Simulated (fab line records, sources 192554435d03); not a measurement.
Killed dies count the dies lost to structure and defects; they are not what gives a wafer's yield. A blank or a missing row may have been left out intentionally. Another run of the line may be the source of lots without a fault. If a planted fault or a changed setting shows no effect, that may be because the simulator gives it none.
Which tool is to blame? | flow n5 finfet | 35 wafers from 12 lots sampled at 4 of the route's 1938 steps

WHAT THE GAUGES SHOWED, per wafer
The record holds no reading of a measuring or inspecting step that can be judged against a usual standard deviation.

WHAT TOOL EACH LOT RAN ON (gives the tool, then ch and the chambers of the sampled wafers, and finally the start)
lot  | N5_BEOL_M3_HM_STRIP_39              | N5_PASSIVATION_PRE_CLEAN_19  | N5_PASSIVATION_STRIP_48            | N5_PASSIVATION_PROBE_49
L242 | wet bench-04 ch 1,4,6, day 8 00:22  | pvd sputter-03, day 13 16:12 | rie diel-06 ch 0,1,3, day 13 19:41 | -
L243 | wet bench-04 ch 3,5,6, day 8 13:37  | pvd sputter-03, day 14 00:26 | rie diel-03 ch 1,2, day 14 03:33   | -
L244 | wet bench-03 ch 0,3, day 8 18:40    | pvd sputter-02, day 13 15:44 | rie diel-06 ch 2,3, day 13 18:43   | -
L245 | wet bench-04 ch 2,3,7, day 9 01:55  | pvd sputter-01, day 13 14:55 | rie diel-04 ch 0,1,3, day 13 18:32 | -
L246 | wet bench-04 ch 0,4,7, day 9 11:37  | pvd sputter-01, day 14 15:36 | rie diel-06 ch 0,3, day 14 19:30   | prober-01, day 14 21:59
L250 | wet bench-06 ch 0,3,4, day 10 05:23 | pvd sputter-03, day 15 05:32 | rie diel-03 ch 0,1, day 15 08:39   | prober-02, day 15 11:08
L252 | wet bench-06 ch 2,3,7, day 10 15:08 | pvd sputter-02, day 16 06:59 | rie diel-06 ch 0,2,3, day 16 10:03 | prober-02, day 16 12:38
L253 | wet bench-06 ch 0,2,6, day 11 11:42 | pvd sputter-01, day 16 11:34 | rie diel-04 ch 1,2,3, day 16 15:26 | prober-01, day 16 18:01
L259 | wet bench-04 ch 2,3,4, day 12 10:43 | pvd sputter-03, day 17 18:17 | rie diel-06 ch 1,2,3, day 17 21:24 | prober-01, day 17 23:53
L260 | wet bench-03 ch 3,4,7, day 12 20:02 | pvd sputter-03, day 17 22:34 | rie diel-04 ch 1,3, day 18 02:20   | -
L262 | wet bench-03 ch 4,5,7, day 12 23:30 | pvd sputter-01, day 18 20:32 | rie diel-03 ch 0,2,3, day 19 00:28 | prober-01, day 19 03:10
L264 | wet bench-03 ch 0,1,5, day 13 10:40 | pvd sputter-03, day 19 14:20 | rie diel-04 ch 2,3, day 19 17:59   | -
- N5_BEOL_M3_HM_STRIP_39: strips TiN in peroxide tin strip, target depth 25 nm, time 158 s.
- N5_PASSIVATION_PRE_CLEAN_19
- N5_PASSIVATION_STRIP_48: strips in O2.
- N5_PASSIVATION_PROBE_49

AS READ BY THE TOOLS THEMSELVES (means over the sampled wafers that have a number; for cases with no such wafer, the mark the record gives instead)
N5_BEOL_M3_HM_STRIP_39. Usual: temp c at 50.01 C, with a standard deviation of 0.11.
lot  | tool         | temp c (C) | flag
L242 | wet bench-04 | 49.93      |
L243 | wet bench-04 | 50.02      |
L244 | wet bench-03 | 49.89      |
L245 | wet bench-04 | 50.01      |
L246 | wet bench-04 | 50.02      |
L250 | wet bench-06 | 50.09      |
L252 | wet bench-06 | 50.01      |
L253 | wet bench-06 | 50.07      |
L259 | wet bench-04 | 49.92      |
L260 | wet bench-03 | 49.98      |
L262 | wet bench-03 | 49.90      |
L264 | wet bench-03 | 50.03      |

N5_PASSIVATION_PRE_CLEAN_19. Usual: heater power w at 473 W, with a standard deviation of 30.
lot  | tool           | heater power w (W) | flag
L242 | pvd sputter-03 | 451                |
L243 | pvd sputter-03 | 440                |
L244 | pvd sputter-02 | 454                |
L245 | pvd sputter-01 | 469                |
L246 | pvd sputter-01 | 471                |
L250 | pvd sputter-03 | 463                |
L252 | pvd sputter-02 | 477                |
L253 | pvd sputter-01 | 466                |
L259 | pvd sputter-03 | 473                |
L260 | pvd sputter-03 | 461                |
L262 | pvd sputter-01 | 453                |
L264 | pvd sputter-03 | 468                |

N5_PASSIVATION_STRIP_48. Usual: drypump motor current A 5.6 A, standard deviation 0.51; oes product au 0.80 a.u., standard deviation 0.071; rf vpp V 3.6 V, standard deviation 2.8; showerhead plenum p Torr 2.10 Torr, standard deviation 0.077; temp c 60.00 C, standard deviation 0.14; throttle valve pct 16.64 %, standard deviation 0.23.
lot  | tool        | drypump motor current A (A) | oes product au (a.u.) | rf vpp V (V) | showerhead plenum p Torr (Torr) | temp c (C) | throttle valve pct (%) | flag
L242 | rie diel-06 | 5.3                         | 0.84                  | 7.3          | 2.18                            | 59.94      | 16.60                  |
L243 | rie diel-03 | 5.8                         | 0.77                  | 2.7          | 2.05                            | 59.95      | 16.65                  |
L244 | rie diel-06 | 5.1                         | 0.85                  | 2.0          | 2.18                            | 60.05      | 16.68                  |
L245 | rie diel-04 | 5.5                         | 0.71                  | 3.0          | 2.03                            | 60.05      | 16.64                  |
L246 | rie diel-06 | 5.2                         | 0.83                  | 4.6          | 2.15                            | 59.86      | 16.68                  |
L250 | rie diel-03 | 5.9                         | 0.74                  | 6.4          | 2.10                            | 59.92      | 16.51                  |
L252 | rie diel-06 | 5.2                         | 0.82                  | 4.1          | 2.15                            | 60.06      | 16.70                  |
L253 | rie diel-04 | 6.1                         | 0.85                  | 1.8          | 2.03                            | 59.98      | 16.49                  |
L259 | rie diel-06 | 5.4                         | 0.80                  | 2.6          | 2.18                            | 60.04      | 16.75                  |
L260 | rie diel-04 | 5.7                         | 0.93                  | 2.0          | 2.18                            | 60.01      | 16.11                  |
L262 | rie diel-03 | 5.4                         | 0.73                  | 2.1          | 2.05                            | 60.01      | 16.76                  |
L264 | rie diel-04 | 6.1                         | 0.86                  | 3.3          | 2.04                            | 59.85      | 16.44                  |

N5_PASSIVATION_PROBE_49. Usual: defect limited yield 91.2 %, standard deviation 1.4; killed_at_M0_to_M3 34, standard deviation 9.4; killed_at_M4_up 14, standard deviation 5.6; killed at contacts 13, standard deviation 7.8; killed at front end 37, standard deviation 10; killed at other 4, standard deviation 3.3; killed dies 103, standard deviation 17; killed open 68, standard deviation 13; killed short 33, standard deviation 8.2; sort_bin_5_function 5.1 %, standard deviation 0.92; sort_bin_6_memory 3.3 %, standard deviation 0.71; sort_bin_8_speed 0.01 %, standard deviation 0.043; sort n pass 1077, standard deviation 17; sort yield pct 91.2 %, standard deviation 1.4.
lot  | tool      | defect limited yield (%) | killed_at_M0_to_M3 | killed_at_M4_up | killed at contacts | killed at front end | killed at other | killed dies | killed open | killed short | sort_bin_5_function (%) | sort_bin_6_memory (%) | sort_bin_8_speed (%) | sort n pass | sort yield pct (%) | flag
L246 | prober-01 | 91.2                     | 29                 | 18              | 17                 | 37                  | 3               | 104         | 67          | 30           | 5.0                     | 3.3                   | 0.00                 | 1076        | 91.2               |
L250 | prober-02 | 91.6                     | 32                 | 10              | 9                  | 45                  | 4               | 99          | 65          | 29           | 4.9                     | 2.9                   | 0.00                 | 1081        | 91.6               |
L252 | prober-02 | 89.5                     | 73                 | 11              | 13                 | 26                  | 2               | 125         | 62          | 27           | 6.5                     | 3.4                   | 0.00                 | 1055        | 89.5               | OFF
L253 | prober-01 | 89.1                     | 76                 | 11              | 8                  | 31                  | 4               | 129         | 61          | 32           | 6.9                     | 3.2                   | 0.00                 | 1051        | 89.1               | OFF
L259 | prober-01 | 88.3                     | 38                 | 15              | 23                 | 54                  | 7               | 138         | 88          | 49           | 6.4                     | 4.8                   | 0.03                 | 1042        | 88.3               |
L262 | prober-01 | 91.4                     | 38                 | 14              | 18                 | 29                  | 2               | 101         | 74          | 24           | 4.7                     | 3.5                   | 0.00                 | 1079        | 91.4               |

THE ANSWER, worked out from the rows above alone
Rule: a lot counts as off when the mean over its wafers that have a number is more than 3 standard deviations away from the usual mean. Also off: a lot with no number at a reading for which 4 or more lots have one. The other lots that the step has rows for count as sound. Order of review: gauges by route order, followed by the tools' own readings, for which a lot's mean as printed above is used. The first step at which some lot is off is used, and at that step the reading that is off furthest; a lot without a number counts as furthest.
Off, at N5_PASSIVATION_PROBE_49 on killed_at_M0_to_M3: L252, L253. Neither off nor sound, because the step has no rows for them: L242, L243, L244, L245, L260, L264.
If a tool, at that step or one of the process steps before it, ran each lot that is off and ran no sound lot following the first of them, it fits. One fits: N5_BEOL_M3_HM_STRIP_39 on wet bench-06. A fault onset in the window from L250 (day 10 05:23, its last sound lot) to L252 (day 10 15:08, its first lot off) fits.

WHAT THE SIMULATOR HAD INSERTED
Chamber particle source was wet bench-06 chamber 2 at N5_BEOL_M3_HM_STRIP_39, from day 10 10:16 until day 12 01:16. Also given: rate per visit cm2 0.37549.
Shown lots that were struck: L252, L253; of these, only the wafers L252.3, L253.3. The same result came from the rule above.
